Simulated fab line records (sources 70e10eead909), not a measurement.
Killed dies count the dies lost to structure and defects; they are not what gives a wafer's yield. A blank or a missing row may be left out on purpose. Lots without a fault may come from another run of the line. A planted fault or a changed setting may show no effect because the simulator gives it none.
Which tool did it?	flow nand-harc	12 lots with 36 wafers sampled at 6 steps, on a route of 1302 steps

== WHAT THE GAUGES READ, wafer by wafer ==
NHARC_A_BLC_CD_MEAS_10: the cd target is 100 nm.
lot	measured	on	cd-nm (nm)
L402	day 23 00:43	cd-sem-01	100.0 99.2 100.0
L405	day 23 10:17	cd-sem-01	100.6 99.5 100.7
L407	day 24 06:42	cd-sem-01	100.7 100.6 99.9
L406	day 24 08:40	cd-sem-01	99.9 100.1 100.5
L408	day 24 22:29	cd-sem-03	100.5 100.4 100.0
L409	day 25 01:39	cd-sem-02	100.1 100.2 99.7
L416	day 28 19:01	cd-sem-01	105.3 103.8 104.1
L418	day 28 21:43	cd-sem-02	104.0 105.0 104.5
L422	day 30 16:31	cd-sem-02	101.4 100.5 100.3
L423	day 31 14:46	cd-sem-03	99.7 100.7 100.0
L424	day 31 21:40	cd-sem-02	100.3 101.4 100.0
L425	day 32 07:38	cd-sem-01	100.4 99.9 102.0

NHARC_END_SORT_01.
lot	measured	on	killed-at-array	killed-at-other	killed-at-periphery	killed-dies	killed-open	killed-short
L418	day 30 21:28	prober-01	81	0	2	83	4	2

== WHICH TOOL RAN EACH LOT (tool, then ch and the chambers of the sampled wafers, then the start) ==
lot	NHARC_A_CONTACT_ETCH_30	NHARC_A_CONTACT_ETCH_134	NHARC_A_CONTACT_ETCH_137	NHARC_A_BLC_PEB_08
L402	rie-diel-04 ch 0,1, day 22 19:25 or earlier	har-cap-etch-01 ch 0,1, day 22 19:25	har-cap-etch-01 ch 0,1, day 22 20:09	litho-track-04 ch 0, day 23 00:38
L405	rie-diel-11 ch 0,1,2, day 23 05:18 or earlier	har-cap-etch-03 ch 0, day 23 05:18	har-cap-etch-03 ch 0, day 23 06:04	litho-track-06 ch 0, day 23 10:12
L407	rie-diel-04 ch 0,1,3, day 24 01:43 or earlier	har-cap-etch-02 ch 0,1, day 24 01:43	har-cap-etch-02 ch 0,1, day 24 02:27	litho-track-06 ch 0, day 24 06:38
L406	rie-diel-04 ch 0,1,2, day 24 03:19 or earlier	har-cap-etch-03 ch 0,1, day 24 03:19	har-cap-etch-03 ch 0,1, day 24 04:04	litho-track-06 ch 0, day 24 08:35
L408	rie-diel-04 ch 1,2,3, day 24 17:20 or earlier	har-cap-etch-01 ch 0,1, day 24 17:20	har-cap-etch-01 ch 0,1, day 24 18:07	litho-track-01 ch 0, day 24 22:25
L409	rie-diel-04 ch 1,3, day 24 20:40 or earlier	har-cap-etch-02 ch 0,1, day 24 20:40	har-cap-etch-02 ch 0,1, day 24 21:24	litho-track-06 ch 0, day 25 01:34
L416	rie-diel-04 ch 1,2, day 28 13:07 or earlier	har-cap-etch-01 ch 0,1, day 28 13:07	har-cap-etch-01 ch 0,1, day 28 14:08	litho-track-01 ch 0, day 28 18:56
L418	rie-diel-11 ch 0,2,3, day 28 16:46 or earlier	har-cap-etch-02 ch 0,1, day 28 16:46	har-cap-etch-02 ch 0,1, day 28 17:31	litho-track-01 ch 0, day 28 21:38
L422	rie-diel-04 ch 0,2, day 30 11:01 or earlier	har-cap-etch-02 ch 0,1, day 30 11:01	har-cap-etch-02 ch 0,1, day 30 12:02	litho-track-06 ch 0, day 30 16:27
L423	rie-diel-11 ch 0,1, day 31 09:43 or earlier	har-cap-etch-02 ch 0,1, day 31 09:43	har-cap-etch-02 ch 0,1, day 31 10:28	litho-track-01 ch 0, day 31 14:41
L424	rie-diel-11 ch 0,1, day 31 15:58 or earlier	har-cap-etch-01 ch 0,1, day 31 15:58	har-cap-etch-01 ch 0,1, day 31 16:58	litho-track-06 ch 0, day 31 21:35
L425	rie-diel-04 ch 0,2,3, day 32 02:38 or earlier	har-cap-etch-01 ch 0,1, day 32 02:38	har-cap-etch-01 ch 0,1, day 32 03:23	litho-track-06 ch 0, day 32 07:34
- NHARC_A_CONTACT_ETCH_30: etches the open film in CF4/CHF3, target depth 72.6 nm, time 36.3 s.
- NHARC_A_CONTACT_ETCH_134: etches the open film in C4F8/O2/Ar, time 140 s, target depth 700 nm.
- NHARC_A_CONTACT_ETCH_137: etches the open film in C4F8/O2/Ar, time 311 s, target depth 1912 nm.
- NHARC_A_BLC_PEB_08: peb time 65 s.

== WHAT THE TOOLS THEMSELVES READ (means of the sampled wafers that have a number; where no wafer has one, the mark that the record gives instead) ==
NHARC_A_CONTACT_ETCH_30.
lot	tool	chamber-pressure-mTorr (mTorr)	drypump-motor-current-A (A)	oes-product-au (a.u.)	rf-vpp-V (V)	showerhead-plenum-p-Torr (Torr)	throttle-valve-pct (%)
L402	rie-diel-04	24.998	5.3	0.914	368.3	1.50	16.793
L405	rie-diel-11	25.011	5.9	0.998	371.3	1.57	16.796
L407	rie-diel-04	24.995	5.4	0.921	369.2	1.53	16.805
L406	rie-diel-04	25.014	5.4	0.977	369.2	1.52	16.803
L408	rie-diel-04	25.008	5.5	0.929	369.8	1.53	16.792
L409	rie-diel-04	24.982	5.5	0.923	369.5	1.54	16.802
L416	rie-diel-04	24.993	5.4	0.924	368.2	1.50	16.797
L418	rie-diel-11	25.015	5.8	0.966	371.6	1.61	16.799
L422	rie-diel-04	25.000	5.6	0.938	369.3	1.54	16.802
L423	rie-diel-11	24.997	6.1	0.930	372.0	1.61	16.805
L424	rie-diel-11	25.003	6.2	0.923	370.3	1.57	16.790
L425	rie-diel-04	25.019	5.6	0.920	370.4	1.54	16.808

NHARC_A_CONTACT_ETCH_134.
lot	tool	chamber-pressure-mTorr (mTorr)
L402	har-cap-etch-01	19.989
L405	har-cap-etch-03	20.012
L407	har-cap-etch-02	20.010
L406	har-cap-etch-03	19.977
L408	har-cap-etch-01	20.005
L409	har-cap-etch-02	20.010
L416	har-cap-etch-01	20.022
L418	har-cap-etch-02	20.008
L422	har-cap-etch-02	19.991
L423	har-cap-etch-02	19.990
L424	har-cap-etch-01	20.002
L425	har-cap-etch-01	19.992

NHARC_A_CONTACT_ETCH_137.
lot	tool	chamber-pressure-mTorr (mTorr)
L402	har-cap-etch-01	20.001
L405	har-cap-etch-03	20.011
L407	har-cap-etch-02	20.003
L406	har-cap-etch-03	20.009
L408	har-cap-etch-01	20.010
L409	har-cap-etch-02	19.994
L416	har-cap-etch-01	20.017
L418	har-cap-etch-02	20.010
L422	har-cap-etch-02	19.993
L423	har-cap-etch-02	19.993
L424	har-cap-etch-01	19.996
L425	har-cap-etch-01	19.994

== THE ANSWER, worked out from the rows above alone ==
Rule: the usual values come from the lots themselves. The widest of any qualifying gaps counts: lots, ordered by their means at a reading, are off when they make up no more than a third of the lots, leave a main group of 4 or more, and stand apart from it by 3 or more times the standard deviation of that group's means. A main group is skipped when, at the precision printed for the reading in the tables above, its means are all equal. A lot without any number at a reading at which 4 lots or more have one is off too. All remaining lots with rows at the step are treated as sound. After the gauges, taken in route order, come the tools' own readings; for these a lot's mean is taken, as printed above. At the first step where some lot is off, the reading lying furthest off is the one used; lots without a number count as furthest.
Off, at NHARC_A_BLC_CD_MEAS_10 on cd-nm: L416, L418. For the main group the mean is 100.3 nm and the standard deviation 0.31.
A tool fits if, at a process step before that reading, it ran every lot that is off, and no sound lot after the first of them. The gauges at NHARC_A_BLC_CD_MEAS_10 are tried like those tools. NHARC_A_CONTACT_ETCH_30: start missing for some lots; hours and lot order therefore follow NHARC_A_CONTACT_ETCH_134. Of those tried, none fits.

== WHAT WAS PUT IN BY THE SIMULATOR ==
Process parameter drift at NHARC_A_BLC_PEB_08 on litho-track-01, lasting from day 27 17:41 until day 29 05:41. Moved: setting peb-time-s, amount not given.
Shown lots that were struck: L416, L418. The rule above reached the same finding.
